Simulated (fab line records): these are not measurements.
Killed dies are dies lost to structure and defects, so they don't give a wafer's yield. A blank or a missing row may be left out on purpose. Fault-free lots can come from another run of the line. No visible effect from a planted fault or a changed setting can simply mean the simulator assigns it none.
fab line records	flow n5_finfet
record lots=12	wafers=36	last_day=17
route steps=1938 shown BEOL_M10@1522 BEOL_M11@1540 PASSIVATION@1936
lots with no fault: from the same line, run without faults
start_h: the number of hours between the record's first day and the start of the first shown wafer of the lot	wait_h: how many hours have passed since the lot's step before this one	" the same as in the row above	L1.1+2: several wafers, shown together as one row	- either no value or no given start	* or withheld: withheld	< > ~ a bound
route shown NAME@n: names a module that has steps shown in the file, with the first one's number in the route	usual: mean/standard deviation of fault-free wafers	same: alike in all rows	chamber/n: place in a boat	sites: per-site readings	_std_site: standard deviation across them	_edge_site: inner sites' mean taken away from outer sites' mean	radius_mm: for every site, how far away it sits from the centre of the wafer	mask NAME#n: copy n	behind: the tool/chamber that last shaped the wafer	hold: cause of the lot's hold/its duration in hours/its outcome	device: whichever transistor did not switch (one of n, p or np)	end of line: the route-end tests of the same wafers	a step given without rows: its recipe and nothing more	killed: dies that structure and defects cost at the first sort, which is not the same as the wafer's yield	map: per-die view of a wafer (x killed, . not killed, _ where there is no die)
set.NAME: the setting that was run; set.NAME@STEP: the one run at that earlier step	model.NAME: the simulator's own value behind a step, which no gauge read
route steps across a sampled set of lots; one table per step, one row per wafer
services: the hour from which a tool's chamber was out of use, counted from the record's first day as start_h (under 0 if before that day), plus the number of hours and why
## steps
# step N5_BEOL_M10_DEGAS_44
# recipe ambient=vacuum	temp_c=250	time_s=60
# usual heater_power_w=348/41
lot.wafer	tool	chamber	start_h	wait_h	heater_power_w
L376.3	pvd_sputter-02	-	234.45	0.5	371
L376.5	"	-	"	"	384
L376.6	"	-	"	"	337
L378.2	pvd_sputter-02	-	238.57	0.4	296
L378.4	"	-	"	"	330
L378.5	"	-	"	"	375
L382.2	pvd_sputter-02	-	262.44	0.4	308
L382.3	"	-	"	"	391
L382.5	"	-	"	"	380
L383.1	pvd_sputter-02	-	269.52	0.3	391
L383.3	"	-	"	"	389
L383.6	"	-	"	"	381
L384.1	pvd_sputter-03	-	279.44	0.4	381
L384.4	"	-	"	"	284
L384.6	"	-	"	"	372
L385.1	pvd_sputter-01	-	283.47	0.6	355
L385.3	"	-	"	"	286
L385.4	"	-	"	"	298
L389.2	pvd_sputter-03	-	303.53	0.5	379
L389.3	"	-	"	"	353
L389.6	"	-	"	"	294
L390.4	pvd_sputter-01	-	305.65	0.6	301
L390.5	"	-	"	"	352
L390.6	"	-	"	"	297
L391.1	pvd_sputter-01	-	310.56	1.1	357
L391.3	"	-	"	"	302
L391.4	"	-	"	"	297
L392.1	pvd_sputter-01	-	313.64	0.4	288
L392.2	"	-	"	"	347
L392.6	"	-	"	"	353
L397.2	pvd_sputter-03	-	342.18	0.3	300
L397.3	"	-	"	"	418
L397.5	"	-	"	"	408
L396.1	pvd_sputter-01	-	347.63	0.3	300
L396.2	"	-	"	"	353
L396.6	"	-	"	"	303
# step N5_BEOL_M10_SURFACE_TREAT_76
# recipe gas=Ar	time_s=*	ion_energy_ev=*	ion_current_ma_cm2=0.5	pressure_mtorr=*	ar_flow_sccm=30
# usual ar_flow_sccm=29.99/0.091	throttle_valve_pct=*
lot.wafer	tool	chamber	start_h	wait_h	ar_flow_sccm	throttle_valve_pct
L376.3	pvd_sputter-03	-	235.04	0.3	30.15	*
L376.5	"	-	"	"	29.95	*
L376.6	"	-	"	"	29.91	*
L378.2	pvd_sputter-02	-	238.97	0.2	29.96	*
L378.4	"	-	"	"	29.94	*
L378.5	"	-	"	"	30.09	*
L382.2	pvd_sputter-01	-	262.85	0.2	29.85	*
L382.3	"	-	"	"	30.12	*
L382.5	"	-	"	"	29.88	*
L383.1	pvd_sputter-01	-	271.60	1.8	30.04	*
L383.3	"	-	"	"	29.87	*
L383.6	"	-	"	"	30.03	*
L384.1	pvd_sputter-03	-	279.92	0.2	30.05	*
L384.4	"	-	"	"	30.11	*
L384.6	"	-	"	"	29.90	*
L385.1	pvd_sputter-03	-	283.94	0.2	30.06	*
L385.3	"	-	"	"	29.89	*
L385.4	"	-	"	"	29.77	*
L389.2	pvd_sputter-03	-	303.95	0.2	30.08	*
L389.3	"	-	"	"	30.12	*
L389.6	"	-	"	"	30.03	*
L390.4	pvd_sputter-01	-	306.25	0.2	29.97	*
L390.5	"	-	"	"	29.96	*
L390.6	"	-	"	"	30.01	*
L391.1	pvd_sputter-01	-	311.02	0.2	30.01	*
L391.3	"	-	"	"	30.07	*
L391.4	"	-	"	"	30.07	*
L392.1	pvd_sputter-02	-	314.33	0.5	30.00	*
L392.2	"	-	"	"	30.11	*
L392.6	"	-	"	"	29.91	*
L397.2	pvd_sputter-03	-	342.58	0.2	29.99	*
L397.3	"	-	"	"	30.13	*
L397.5	"	-	"	"	30.03	*
L396.1	pvd_sputter-03	-	349.03	1.1	29.98	*
L396.2	"	-	"	"	30.08	*
L396.6	"	-	"	"	30.07	*
# step N5_BEOL_M11_HM_DEP_02
# recipe material=TiN	target_thk_a=200	temp_c=25	chamber_pressure_pa=0.49996
# usual throttle_valve_pct=30.4/0.8
lot.wafer	tool	chamber	start_h	wait_h	throttle_valve_pct
L376.3	pvd_sputter-02	-	238.39	1.3	28.9
L376.5	"	-	"	"	30.4
L376.6	"	-	"	"	29.3
L378.2	pvd_sputter-03	-	242.18	1.2	31.3
L378.4	"	-	"	"	31.4
L378.5	"	-	"	"	30.8
L382.2	pvd_sputter-01	-	268.32	3.6	30.7
L382.3	"	-	"	"	29.5
L382.5	"	-	"	"	29.4
L383.1	pvd_sputter-02	-	274.48	0.9	29.6
L383.3	"	-	"	"	30.8
L383.6	"	-	"	"	31.1
L384.1	pvd_sputter-02	-	282.94	0.9	29.0
L384.4	"	-	"	"	30.9
L384.6	"	-	"	"	29.5
L385.1	pvd_sputter-02	-	286.44	0.4	30.5
L385.3	"	-	"	"	29.3
L385.4	"	-	"	"	29.5
L389.2	pvd_sputter-02	-	308.46	0.2	30.6
L389.3	"	-	"	"	29.2
L389.6	"	-	"	"	30.9
L390.4	pvd_sputter-02	-	308.56	0.1	29.6
L390.5	"	-	"	"	29.5
L390.6	"	-	"	"	31.0
L391.1	pvd_sputter-03	-	315.95	1.5	31.3
L391.3	"	-	"	"	31.3
L391.4	"	-	"	"	31.8
L392.1	pvd_sputter-03	-	318.71	1.1	31.4
L392.2	"	-	"	"	31.8
L392.6	"	-	"	"	31.3
L397.2	pvd_sputter-01	-	346.32	1.9	30.8
L397.3	"	-	"	"	29.6
L397.5	"	-	"	"	30.6
L396.1	pvd_sputter-02	-	353.73	1.8	30.9
L396.2	"	-	"	"	29.5
L396.6	"	-	"	"	30.5
# step N5_BEOL_M11_COAT_59
# recipe resist=SOC	temp_c=250	time_s=60	spin_rpm=1500	resist_thk_nm=100
# usual spin_speed_rpm=1500.0/1.1
lot.wafer	tool	chamber	start_h	wait_h	spin_speed_rpm
L376.3	litho_track-05	0	238.52	0.1	1501.8
L376.5	"	0	"	"	1499.6
L376.6	"	0	"	"	1501.3
L378.2	litho_track-01	0	242.30	0.1	1500.9
L378.4	"	0	"	"	1500.7
L378.5	"	0	"	"	1500.5
L382.2	litho_track-05	0	268.44	0.1	1498.3
L382.3	"	0	"	"	1500.0
L382.5	"	0	"	"	1498.3
L383.1	litho_track-05	0	274.61	0.1	1500.7
L383.3	"	0	"	"	1500.2
L383.6	"	0	"	"	1501.6
L384.1	litho_track-05	0	283.08	0.1	1500.3
L384.4	"	0	"	"	1499.5
L384.6	"	0	"	"	1498.7
L385.1	litho_track-01	0	286.56	0.1	1498.6
L385.3	"	0	"	"	1499.6
L385.4	"	0	"	"	1500.1
L389.2	litho_track-05	0	308.59	0.1	1498.2
L389.3	"	0	"	"	1499.3
L389.6	"	0	"	"	1500.2
L390.4	litho_track-05	0	308.69	0.1	1358.5
L390.5	"	0	"	"	1360.1
L390.6	"	0	"	"	1356.9
L391.1	litho_track-05	0	316.08	0.1	1358.2
L391.3	"	0	"	"	1358.8
L391.4	"	0	"	"	1358.2
L392.1	litho_track-04	0	318.84	0.1	1500.6
L392.2	"	0	"	"	1500.1
L392.6	"	0	"	"	1501.3
L397.2	litho_track-01	0	346.45	0.1	1499.8
L397.3	"	0	"	"	1499.2
L397.5	"	0	"	"	1500.8
L396.1	litho_track-01	0	353.86	0.1	1500.8
L396.2	"	0	"	"	1500.0
L396.6	"	0	"	"	1500.5
# step N5_PASSIVATION_PROBE_49
# usual defect_limited_yield=91.0/1.5	killed_at_M0_to_M3=36/12	killed_at_M4_up=14/5.5	killed_at_contacts=11/4.8	killed_at_front_end=42/12	killed_at_other=3.7/2.7	killed_dies=106/18	killed_open=70/13	killed_short=35/8.2	sort_bin_5_function=5.3/1	sort_bin_6_memory=3.3/0.69	sort_n_pass=1074/18	sort_yield_pct=91.0/1.5
# same gross_dies=1180	killed_at_back_side=0	sort_bin_4_leakage[%]=0	sort_bin_8_speed[%]=0
lot.wafer	tool	chamber	start_h	wait_h	defect_limited_yield[%]	killed_at_M0_to_M3	killed_at_M4_up	killed_at_contacts	killed_at_front_end	killed_at_other	killed_dies	killed_open	killed_short	sort_bin_5_function[%]	sort_bin_6_memory[%]	sort_n_pass	sort_yield_pct[%]
L378.2	prober-02	-	297.34	0.1	89.7	34	24	13	49	1	121	75	39	5.4	3.9	1059	89.7
L378.4	prober-02	-	297.44	0.2	91.4	36	10	4	51	0	101	73	27	5.0	3.2	1079	91.4
L378.5	prober-02	-	297.49	0.2	89.5	54	14	14	41	1	124	76	46	6.4	3.7	1056	89.5
L384.1	prober-02	-	326.51	0.0	92.5	47	8	10	22	2	89	54	35	4.4	2.9	1091	92.5
L384.4	prober-02	-	326.66	0.2	91.3	48	15	12	25	3	103	78	23	5.6	3.1	1077	91.3
L384.6	prober-02	-	326.76	0.3	90.5	35	9	20	45	3	112	70	42	5.5	3.6	1068	90.5
L385.1	prober-01	-	332.72	0.0	89.7	38	14	14	52	3	121	82	33	6.3	3.8	1059	89.7
L385.3	prober-01	-	332.82	0.1	90.7	37	12	7	46	8	110	74	34	5.0	4.2	1070	90.7
L385.4	prober-01	-	332.87	0.2	88.1	54	25	3	52	6	140	88	50	6.9	4.7	1040	88.1
L389.2	prober-01	-	355.95	0.1	91.0	27	7	13	57	2	106	73	30	5.5	3.1	1074	91.0
L389.3	prober-01	-	356.00	0.1	90.9	43	9	10	40	5	107	72	34	5.6	3.0	1073	90.9
L389.6	prober-01	-	356.15	0.3	91.4	34	4	10	51	3	102	70	32	4.7	3.6	1078	91.4
L391.1	prober-01	-	363.64	0.0	90.3	39	24	7	44	1	115	62	47	6.2	3.1	1065	90.3
L391.3	prober-01	-	363.74	0.1	91.2	36	20	5	39	4	104	66	34	4.5	3.9	1076	91.2
L391.4	prober-01	-	363.79	0.2	92.7	15	22	4	44	1	86	55	27	4.2	2.9	1094	92.7
# killed by level:class
L378.2 STI_FIN_REVEAL:geometric_particle:open=14 MOL_CONTACT_COAG:geometric_particle:open=10 BEOL_M3:geometric_particle:open=9 BEOL_M2:geometric_particle:open=8 HKMG_FIN:area_etch=7 BEOL_M4:geometric_particle:open=6 BEOL_M0_SAQP:geometric_particle:short=5 DUMMY_GATE:geometric_particle:open=4
L378.4 STI_FIN_REVEAL:geometric_particle:open=18 BEOL_M0_SAQP:geometric_particle:open=11 BEOL_M1:geometric_particle:open=6 BEOL_M2:geometric_particle:open=6 FIN_SAQP:geometric_particle:open=5 GATE_CUT:geometric_particle:short=5 STARTING-WAFER:geometric_particle:open=5 BEOL_M5:geometric_particle:open=4
L378.5 BEOL_M0_SAQP:geometric_particle:short=16 MOL_CONTACT_COAG:geometric_particle:open=13 BEOL_M2:geometric_particle:open=11 BEOL_M0_SAQP:geometric_particle:open=9 STI_FIN_REVEAL:geometric_particle:open=8 DUMMY_GATE:geometric_particle:open=8 BEOL_M3:geometric_particle:open=7 BEOL_M4:geometric_particle:open=6
L384.1 BEOL_M0_SAQP:geometric_particle:short=11 BEOL_M1:geometric_particle:open=11 MOL_CONTACT_COAG:geometric_particle:open=8 BEOL_M3:geometric_particle:open=8 BEOL_M0_SAQP:geometric_particle:open=5 DUMMY_GATE:geometric_particle:open=4 BEOL_M2:geometric_particle:short=4 STARTING-WAFER:geometric_particle:short=4
L384.4 BEOL_M1:geometric_particle:open=24 MOL_CONTACT_COAG:geometric_particle:open=10 BEOL_M3:geometric_particle:open=7 BEOL_M0_SAQP:geometric_particle:short=5 BEOL_M0_SAQP:geometric_particle:open=5 BEOL_M4:geometric_particle:open=5 FIN_SAQP:geometric_particle:short=4 STI_FIN_REVEAL:geometric_particle:open=4
L384.6 MOL_CONTACT_COAG:geometric_particle:open=16 FIN_SAQP:geometric_particle:open=15 FIN_SAQP:geometric_particle:short=12 BEOL_M0_SAQP:geometric_particle:open=9 BEOL_M1:geometric_particle:open=9 BEOL_M0_SAQP:geometric_particle:short=7 BEOL_M3:geometric_particle:open=5 GATE_CUT:geometric_particle:short=4
L385.1 STI_FIN_REVEAL:geometric_particle:open=13 MOL_CONTACT_COAG:geometric_particle:open=12 FIN_SAQP:geometric_particle:open=10 BEOL_M3:geometric_particle:open=9 FIN_SAQP:geometric_particle:short=8 BEOL_M2:geometric_particle:open=6 GATE_CUT:geometric_particle:short=5 BEOL_M0_SAQP:geometric_particle:short=5
L385.3 STI_FIN_REVEAL:geometric_particle:open=15 GATE_CUT:geometric_particle:short=11 BEOL_M1:geometric_particle:open=11 BEOL_M2:geometric_particle:open=9 BEOL_M0_SAQP:geometric_particle:open=7 FIN_SAQP:geometric_particle:short=5 GATE_CUT:geometric_particle:open=5 MOL_CONTACT_COAG:geometric_particle:open=5
L385.4 STI_FIN_REVEAL:geometric_particle:open=13 BEOL_M0_SAQP:geometric_particle:open=10 BEOL_M3:geometric_particle:open=9 BEOL_M4:geometric_particle:open=9 FIN_SAQP:geometric_particle:short=8 GATE_CUT:geometric_particle:short=8 BEOL_M1:geometric_particle:open=8 BEOL_M2:geometric_particle:open=8
L389.2 DUMMY_GATE:geometric_particle:open=18 MOL_CONTACT_COAG:geometric_particle:open=10 STI_FIN_REVEAL:geometric_particle:open=9 FIN_SAQP:geometric_particle:open=7 STARTING-WAFER:geometric_particle:short=7 BEOL_M2:geometric_particle:open=6 BEOL_M0_SAQP:geometric_particle:short=5 BEOL_M0_SAQP:geometric_particle:open=5
L389.3 STI_FIN_REVEAL:geometric_particle:open=12 BEOL_M2:geometric_particle:open=9 BEOL_M0_SAQP:geometric_particle:open=8 FIN_SAQP:geometric_particle:open=6 MOL_CONTACT_COAG:geometric_particle:open=6 BEOL_M0_SAQP:geometric_particle:short=6 BEOL_M1:geometric_particle:open=6 DUMMY_GATE:geometric_particle:open=4
L389.6 STI_FIN_REVEAL:geometric_particle:open=16 BEOL_M0_SAQP:geometric_particle:short=13 MOL_CONTACT_COAG:geometric_particle:open=10 FIN_SAQP:geometric_particle:open=9 DUMMY_GATE:geometric_particle:open=7 BEOL_M0_SAQP:geometric_particle:open=6 BEOL_M1:geometric_particle:open=5 GATE_CUT:geometric_particle:short=4
L391.1 FIN_SAQP:geometric_particle:short=16 BEOL_M0_SAQP:geometric_particle:short=11 BEOL_M4:geometric_particle:open=10 BEOL_M2:geometric_particle:open=8 GATE_CUT:geometric_particle:short=7 BEOL_M0_SAQP:geometric_particle:open=7 MOL_CONTACT_COAG:geometric_particle:open=6 FIN_SAQP:geometric_particle:open=4
L391.3 BEOL_M0_SAQP:geometric_particle:short=11 FIN_SAQP:geometric_particle:short=9 BEOL_M2:geometric_particle:open=9 BEOL_M4:geometric_particle:open=8 FIN_SAQP:geometric_particle:open=6 BEOL_M5:geometric_particle:open=5 FIN_CUT:geometric_particle:open=4 GATE_CUT:geometric_particle:open=4
L391.4 BEOL_M4:geometric_particle:open=10 FIN_SAQP:geometric_particle:open=7 GATE_CUT:geometric_particle:short=6 GATE_CUT:geometric_particle:open=6 FIN_SAQP:geometric_particle:short=5 DUMMY_GATE:geometric_particle:open=5 MOL_CONTACT_COAG:geometric_particle:open=4 BEOL_M0_SAQP:geometric_particle:open=4
## services
tool	chamber	start_h	hours	kind
litho_track-01	-	287.34	-	consumable_replace:filter
litho_track-01	-	339.32	-	consumable_replace:filter
## key
first_sign step=N5_BEOL_M11_COAT_59	reading=spin_speed_rpm	direction=down	sigmas=99+	usual=*	struck=*
effect none on later readings
met_at N5_BEOL_M11_COAT_59
struck_lots L390,L391
not_acting_at N5_BEOL_M10_DEGAS_44,N5_BEOL_M10_SURFACE_TREAT_76,N5_BEOL_M11_HM_DEP_02
onset_between 308.59 308.69
fault kind=process_parameter_drift	tool=litho_track-05	chamber=-	onset_h=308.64	steps=N5_BEOL_M11_COAT_59	channel=spin_rpm	offset=*	shape=step	end_h=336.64	acts_in=*	stated=*
